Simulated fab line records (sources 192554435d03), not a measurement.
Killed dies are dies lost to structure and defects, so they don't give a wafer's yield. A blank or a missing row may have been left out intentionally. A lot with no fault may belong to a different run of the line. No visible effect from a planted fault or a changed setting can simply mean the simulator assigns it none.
fab line records	flow n5Finfet
[record] lots = 7	wafers = 39
route steps=1938 shown BEOL_M12@1602 MIM_BOT_LITHO@1860
startH: hours from the record's opening day to when the first of the lot's shown wafers began	waitH: time in hours since the lot's previous step	" identical to the entry in the row above	L1.1+2: a single row standing in for several wafers	- no value, or no start was given	* or withheld: withheld	< > ~ a bound
route shown NAME@n: names a module that has steps shown in the file, with the first one's number in the route	usual: mean/standard deviation taken from wafers without a fault	same: alike in all rows	chamber/n: place in a boat	sites: readings site by site	_std_site: the values' standard deviation	_edge_site: outer sites' mean less inner sites'	radiusMm: for every site, how far away it sits from the centre of the wafer	mask NAME#n: copy n	behind: the most recent tool/chamber to have shaped the wafer	hold: why the lot was held/for how many hours/how that ended	device: names the non-switching transistor (n, p or np)	end of line: the route-end tests of the same wafers	a step given without rows: its recipe and nothing more	killed: dies that structure and defects cost at the first sort, which is not the same as the wafer's yield	map: a wafer's dies, marking killed ones x, the rest . and places with no die _
set.NAME: the run value of the setting; set.NAME@STEP: its run value at that earlier step	model.NAME: the simulator's own value behind a step, which no gauge read
lots run with intentionally changed settings; tables by step, rows by wafer
[[steps]]
[step N5_BEOL_M12_ILD_DEP_00]
[recipe] material = SiOC	targetThkA = 6589.2	tempC = 350	precursor = DEMS/O2	pressureTorr = 5	rfW = 500	timeS = 130.7
lot.wafer	tool	chamber	startH	waitH	set.timeS	model.SiOC_of_BEOL_M12_ILD_DEP_00.thkNm
L083.1	pecvd-02	0	274.63	0.0	83.56	424.2
L083.2	"	2	"	"	130.7	654
L083.3	"	1	"	"	83.56	410
L083.4	"	0	"	"	83.56	428.6
L083.5	"	1	"	"	130.7	664
L083.6	"	2	"	"	130.7	660.4
L087.1	pecvd-02	1	307.00	0.0	130.7	658
L087.3	"	2	"	"	130.7	672.4
L087.4	"	2	"	"	130.7	683.6
L091.1	pecvd-02	1	320.79	0.0	130.7	649.2
L091.2	"	2	"	"	130.7	649
L091.3	"	0	"	"	88.15	435
L091.4	"	2	"	"	88.15	449.2
L091.5	"	1	"	"	130.7	663.4
L091.6	"	0	"	"	88.15	443.8
L089.1	pecvd-01	1	324.38	0.0	130.7	662
L089.2	"	2	"	"	75.93	386.8
L089.3	"	0	"	"	75.93	377.8
L089.4	"	2	"	"	130.7	664.4
L089.5	"	0	"	"	75.93	388.2
L089.6	"	1	"	"	130.7	671
L092.1	pecvd-03	0	340.11	0.0	185.5	940
L092.2	"	1	"	"	130.7	669.8
L092.3	"	2	"	"	130.7	669.6
L092.4	"	0	"	"	185.5	949.8
L092.5	"	1	"	"	130.7	679.6
L092.6	"	2	"	"	185.5	953.6
L095.1	pecvd-02	2	349.23	0.0	130.7	656
L095.2	"	0	"	"	130.7	661.2
L095.3	"	1	"	"	130.7	649.4
L095.4	"	2	"	"	130.7	665.8
L095.5	"	0	"	"	130.7	661.4
L095.6	"	1	"	"	130.7	663.6
L094.1	pecvd-02	0	351.73	0.0	67.37	347
L094.2	"	2	"	"	130.7	656.6
L094.3	"	1	"	"	67.37	344.4
L094.4	"	2	"	"	67.37	352.8
L094.5	"	1	"	"	130.7	672.4
L094.6	"	0	"	"	130.7	668
[step N5_BEOL_M12_THK_MEAS_01]
[recipe] reads = SiOC_of_BEOL_M12_ILD_DEP_00
[usual] M12_ILD_THK = 660/8.4
lot.wafer	tool	chamber	startH	waitH	set.timeS@BEOL_M12_ILD_DEP_00	M12_ILD_THK[nm]
L083.1	filmMetro-01	-	274.76	0.1	83.56	424
L083.2	"	-	"	"	130.7	654
L083.3	"	-	"	"	83.56	410
L083.4	"	-	"	"	83.56	428
L083.5	"	-	"	"	130.7	664
L083.6	"	-	"	"	130.7	660
L087.1	filmMetro-02	-	307.13	0.1	130.7	658
L087.3	"	-	"	"	130.7	672
L087.4	"	-	"	"	130.7	684
L091.1	filmMetro-01	-	320.92	0.1	130.7	649
L091.2	"	-	"	"	130.7	649
L091.3	"	-	"	"	88.15	435
L091.4	"	-	"	"	88.15	449
L091.5	"	-	"	"	130.7	663
L091.6	"	-	"	"	88.15	444
L089.1	filmMetro-01	-	324.51	0.1	130.7	662
L089.2	"	-	"	"	75.93	386
L089.3	"	-	"	"	75.93	378
L089.4	"	-	"	"	130.7	664
L089.5	"	-	"	"	75.93	388
L089.6	"	-	"	"	130.7	671
L092.1	filmMetro-02	-	340.24	0.1	185.5	941
L092.2	"	-	"	"	130.7	670
L092.3	"	-	"	"	130.7	669
L092.4	"	-	"	"	185.5	950
L092.5	"	-	"	"	130.7	680
L092.6	"	-	"	"	185.5	953
L095.1	filmMetro-02	-	349.36	0.1	130.7	656
L095.2	"	-	"	"	130.7	661
L095.3	"	-	"	"	130.7	650
L095.4	"	-	"	"	130.7	666
L095.5	"	-	"	"	130.7	661
L095.6	"	-	"	"	130.7	664
L094.1	filmMetro-02	-	351.87	0.1	67.37	347
L094.2	"	-	"	"	130.7	656
L094.3	"	-	"	"	67.37	345
L094.4	"	-	"	"	67.37	353
L094.5	"	-	"	"	130.7	672
L094.6	"	-	"	"	130.7	668
[step N5_BEOL_M12_COAT_58]
[recipe] resist = BARC	tempC = 205	timeS = 60	spinRpm = 1500	resistThkNm = 89
[step N5_BEOL_M12_COAT_04]
[recipe] spinRpm = 1625	resistThkNm = 400
[step N5_BEOL_M12_DESCUM_15]
[recipe] chemistry = O2	timeS = 7.9	sourcePowerW = 50	biasPowerW = 20	pressureMtorr = 20	rfFrequencyHz = 2.712e+07	tempC = 40	o2FlowSccm = 225
[step N5_BEOL_M12_ETCH_59]
[recipe] chemistry = N2/H2	target = BARC	targetDepthA = 890	overetchA = 267	timeS = 67.9	ionEnergyEv = 200	pressureMtorr = 30	sourceW = 840	biasW = 150	n2FlowSccm = 200	h2FlowSccm = 200
[step N5_BEOL_M12_VIA_ETCH_16]
[recipe] chemistry = C4F8/O2/Ar	target = SiOC	pressureMtorr = 30	sourceW = 3000	biasW = 700	Ar_flow_sccm = 400	C4F8_flow_sccm = 15	O2_flow_sccm = 8	heInnerTorr = 15	heOuterTorr = 30	targetDepthA = 7248	timeS = withheld	ionEnergyEv = 250	ends = cleared
lot.wafer	tool	chamber	startH	waitH	set.timeS@BEOL_M12_ILD_DEP_00	model.etch.depthNm	model.coat_of_BEOL_M12_COAT_04.thkNm
L083.1	rieDiel-02	2	275.49	0.0	*	424.3	191.8
L083.2	"	0	"	"	*	654	124
L083.3	"	1	"	"	*	410.1	198.4
L083.4	"	0	"	"	*	428.5	190.6
L083.5	"	2	"	"	*	664	121.8
L083.6	"	1	"	"	*	660.4	124.4
L087.1	rieDiel-06	3	307.74	0.0	*	658	124.4
L087.3	"	0	"	"	*	672.4	122.6
L087.4	"	2	"	"	*	683.6	117.8
L091.1	rieDiel-04	2	321.40	0.0	*	649.3	124.4
L091.2	"	3	"	"	*	649	127
L091.3	"	0	"	"	*	434.9	187
L091.4	"	1	"	"	*	449.2	184.4
L091.5	"	3	"	"	*	663.5	121.6
L091.6	"	2	"	"	*	443.7	186.8
L089.1	rieDiel-04	2	325.12	0.0	*	662	122.2
L089.2	"	1	"	"	*	386.7	202
L089.3	"	0	"	"	*	377.7	204.6
L089.4	"	3	"	"	*	664.5	121.6
L089.5	"	0	"	"	*	388.1	200.6
L089.6	"	1	"	"	*	671	117.4
L092.1	rieDiel-06	1	340.84	0.0	*	940.1	39.6
L092.2	"	2	"	"	*	669.8	122
L092.3	"	3	"	"	*	669.6	118.4
L092.4	"	0	"	"	*	949.8	39.2
L092.5	"	1	"	"	*	679.6	117.4
L092.6	"	2	"	"	*	953.6	37.8
L095.1	rieDiel-06	2	349.92	0.0	*	656.1	126.2
L095.2	"	0	"	"	*	661.2	124.6
L095.3	"	3	"	"	*	649.4	126.8
L095.4	"	1	"	"	*	665.8	123
L095.5	"	1	"	"	*	661.4	124.4
L095.6	"	0	"	"	*	663.6	124
L094.1	rieDiel-04	1	352.34	0.0	*	346.9	213.6
L094.2	"	0	"	"	*	656.6	120.8
L094.3	"	2	"	"	*	344.4	215
L094.4	"	3	"	"	*	352.7	211.6
L094.5	"	3	"	"	*	672.3	116.6
L094.6	"	0	"	"	*	668.1	116.6
[step N5_BEOL_M12_STRIP_63]
[recipe] chemistry = N2/H2	powerW = 1000	tempC = 250	h2Frac = 0.65	overashFraction = 0.3	pressureMtorr = 1000	n2FlowSccm = 1750	h2FlowSccm = 3250
[usual] oesProductAu = 0.693/0.0041	stripTimeToEndpointS = 42.4/0.77
lot.wafer	tool	chamber	startH	waitH	set.timeS@BEOL_M12_ILD_DEP_00	oesProductAu	stripTimeToEndpointS
L083.1	plasmaAsher-02	1	275.69	-	83.56	0.743	60.5
L083.2	"	0	"	"	130.7	0.696	42.7
L083.3	"	1	"	"	83.56	0.768	62.2
L083.4	"	0	"	"	83.56	0.753	60.2
L083.5	"	1	"	"	130.7	0.697	42.2
L083.6	"	0	"	"	130.7	0.688	42.8
L087.1	plasmaAsher-02	1	307.94	-	130.7	0.692	42.9
L087.3	"	0	"	"	130.7	0.695	42.4
L087.4	"	1	"	"	130.7	0.690	41.1
L091.1	plasmaAsher-01	1	321.60	-	130.7	0.692	42.9
L091.2	"	0	"	"	130.7	0.689	43.6
L091.3	"	1	"	"	88.15	0.742	59.3
L091.4	"	0	"	"	88.15	0.739	58.6
L091.5	"	1	"	"	130.7	0.697	42.1
L091.6	"	0	"	"	88.15	0.741	59.2
L089.1	plasmaAsher-01	1	325.31	-	130.7	0.700	42.3
L089.2	"	0	"	"	75.93	0.776	63.1
L089.3	"	1	"	"	75.93	0.792	63.8
L089.4	"	0	"	"	130.7	0.694	42.1
L089.5	"	0	"	"	75.93	0.779	62.8
L089.6	"	1	"	"	130.7	0.692	41.0
L092.1	plasmaAsher-01	0	341.04	-	185.5	0.657	18.3
L092.2	"	1	"	"	130.7	0.696	42.2
L092.3	"	0	"	"	130.7	0.690	41.3
L092.4	"	1	"	"	185.5	0.650	18.1
L092.5	"	0	"	"	130.7	0.691	41.0
L092.6	"	1	"	"	185.5	0.651	17.7
L095.1	plasmaAsher-01	1	350.12	-	130.7	0.696	43.3
L095.2	"	0	"	"	130.7	0.697	42.9
L095.3	"	0	"	"	130.7	0.693	43.5
L095.4	"	1	"	"	130.7	0.694	42.5
L095.5	"	0	"	"	130.7	0.689	42.9
L095.6	"	1	"	"	130.7	0.692	42.8
L094.1	plasmaAsher-02	1	352.54	-	67.37	0.812	66.1
L094.2	"	0	"	"	130.7	0.692	41.9
L094.3	"	1	"	"	67.37	0.814	66.5
L094.4	"	0	"	"	67.37	0.805	65.6
L094.5	"	0	"	"	130.7	0.687	40.8
L094.6	"	1	"	"	130.7	0.689	40.7
[step N5_BEOL_M12_DEP_53]
[recipe] material = SiCN	targetThkA = 300	tempC = withheld	precursor = 3MS/NH3	pressureTorr = 3	rfW = 675	timeS = 10.5
lot.wafer	tool	chamber	startH	waitH	set.targetThkA	model.SiCN_of_BEOL_M12_DEP_53.thkNm
L083.1	pecvd-03	2	281.24	0.0	300	30.2
L083.2	"	1	"	"	300	29.8
L083.3	"	0	"	"	300	30
L083.4+6	"	1,2	"	"	300	30.4
L083.5	"	0	"	"	300	30.6
L087.1	pecvd-02	1	311.32	0.0	300	29.4
L087.3	"	2	"	"	300	29.8
L087.4	"	2	"	"	300	30.2
L091.1	pecvd-01	0	329.80	0.0	349.3	35.2
L091.2+3	"	2,1	"	"	300	30
L091.4+6	"	1,2	"	"	349.3	35.6
L091.5	"	0	"	"	300	30.6
L089.1+3	pecvd-03	1,2	330.58	0.0	386.5	38.4
L089.2	"	0	"	"	300	30
L089.4	"	1	"	"	386.5	38.8
L089.5	"	2	"	"	300	30.6
L089.6	"	0	"	"	300	30.2
L092.1	pecvd-01	2	344.21	0.0	300	29.6
L092.2	"	1	"	"	300	29.8
L092.3	"	0	"	"	353.9	35.4
L092.4	"	2	"	"	353.9	36.2
L092.5	"	0	"	"	353.9	35.8
L092.6	"	1	"	"	300	30.6
L095.1+5	pecvd-02	2,0	355.47	0.0	300	30
L095.2	"	0	"	"	365.7	36.2
L095.3	"	1	"	"	365.7	36.4
L095.4	"	2	"	"	300	29.8
L095.6	"	1	"	"	365.7	36.8
L094.1	pecvd-02	2	358.74	0.0	300	29.6
L094.2	"	1	"	"	300	30
L094.3	"	0	"	"	136.4	13.2
L094.4	"	0	"	"	136.4	13.6
L094.5	"	1	"	"	300	30.6
L094.6	"	2	"	"	136.4	14
[step N5_MIM_BOT_LITHO_DEVELOP_07]
[recipe] developTimeS = 60	rinseLiquid = diw	dry = airSpin	devTempC = 21
lot.wafer	tool	chamber	startH	waitH	set.developTimeS
L083.1+4+5	lithoTrack-02	0	-	-	60
L083.2+3+6	"	0	"	"	44.03
L087.1+3+4	lithoTrack-04	0	-	-	60
L091.1+4+5	lithoTrack-01	0	-	-	84.08
L091.2+3+6	"	0	"	"	60
L089.1+2+3+4+5+6	lithoTrack-02	0	-	-	60
L092.1+5+6	lithoTrack-04	0	-	-	60
L092.2+3+4	"	0	"	"	47.69
L095.1+2+3+4+5+6	lithoTrack-04	0	-	-	60
L094.1+2+3+4+5+6	lithoTrack-01	0	-	-	60
[step N5_MIM_BOT_LITHO_HARDBAKE_09]
[recipe] tempC = 130	timeS = 120
[step N5_MIM_BOT_LITHO_CD_MEAS_08]
[recipe] targetCdNm = 3000	landingEnergyEv = 500	detector = seInlens	polarity = opening
[usual] cdNm = 3000.0/1.4
lot.wafer	tool	chamber	startH	waitH	set.developTimeS@MIM_BOT_LITHO_DEVELOP_07	cdNm
L083.1	cdSem-02	0	304.44	-	60	2999.6
L083.2	"	0	"	"	44.03	2993.9
L083.3	"	0	"	"	44.03	2993.8
L083.4	"	0	"	"	60	3000.1
L083.5	"	0	"	"	60	3000.2
L083.6	"	0	"	"	44.03	2993.1
L087.1	cdSem-03	0	337.02	-	60	2999.3
L087.3	"	0	"	"	60	2999.3
L087.4	"	0	"	"	60	3001.6
L091.1	cdSem-03	0	352.46	-	84.08	3007.4
L091.2	"	0	"	"	60	3001.0
L091.3	"	0	"	"	60	3001.0
L091.4	"	0	"	"	84.08	3009.5
L091.5	"	0	"	"	84.08	3007.7
L091.6	"	0	"	"	60	3001.4
L089.1	cdSem-02	0	352.66	-	60	3001.5
L089.2	"	0	"	"	60	3000.2
L089.3	"	0	"	"	60	3002.6
L089.4	"	0	"	"	60	3001.3
L089.5	"	0	"	"	60	3000.6
L089.6	"	0	"	"	60	3000.9
L092.1	cdSem-02	0	364.96	-	60	2997.0
L092.2	"	0	"	"	47.69	2995.2
L092.3	"	0	"	"	47.69	2994.2
L092.4	"	0	"	"	47.69	2993.5
L092.5	"	0	"	"	60	2997.0
L092.6	"	0	"	"	60	2999.0
L095.1	cdSem-01	0	373.34	-	60	2998.3
L095.2	"	0	"	"	60	2998.8
L095.3	"	0	"	"	60	2999.7
L095.4	"	0	"	"	60	2997.3
L095.5	"	0	"	"	60	3001.1
L095.6	"	0	"	"	60	2998.7
L094.1	cdSem-03	0	381.04	-	60	2998.7
L094.2	"	0	"	"	60	3000.0
L094.3	"	0	"	"	60	3000.0
L094.4	"	0	"	"	60	3000.7
L094.5	"	0	"	"	60	2999.6
L094.6	"	0	"	"	60	3000.7
[[key]]
[split] step = N5_BEOL_M12_ILD_DEP_00	setting = timeS	stated = 130.7	by = wafer
[response] step = N5_BEOL_M12_ILD_DEP_00	reading = model.SiOC_of_BEOL_M12_ILD_DEP_00.thkNm	change = +6.59	per = 1%	r = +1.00
[response] step = N5_BEOL_M12_THK_MEAS_01	reading = M12_ILD_THK	change = +6.59	per = 1%	r = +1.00
[response] step = N5_BEOL_M12_VIA_ETCH_16	reading = model.etch.depthNm	change = +6.59	per = 1%	r = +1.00
[response] step = N5_BEOL_M12_VIA_ETCH_16	reading = model.coat_of_BEOL_M12_COAT_04.thkNm	change = -1.94	per = 1%	r = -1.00
[response] step = N5_BEOL_M12_STRIP_63	reading = oesProductAu	change = -0.00182	per = 1%	r = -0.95
[response] step = N5_BEOL_M12_STRIP_63	reading = stripTimeToEndpointS	change = *	per = 1%	r = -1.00
[split] step = N5_BEOL_M12_DEP_53	setting = targetThkA	stated = 300	by = wafer
[response] step = N5_BEOL_M12_DEP_53	reading = model.SiCN_of_BEOL_M12_DEP_53.thkNm	change = +0.301	per = 1%	r = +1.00
[split] step = N5_MIM_BOT_LITHO_DEVELOP_07	setting = developTimeS	stated = 60	by = wafer
[response] step = N5_MIM_BOT_LITHO_CD_MEAS_08	reading = cdNm	change = +0.191	per = 1%	r = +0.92
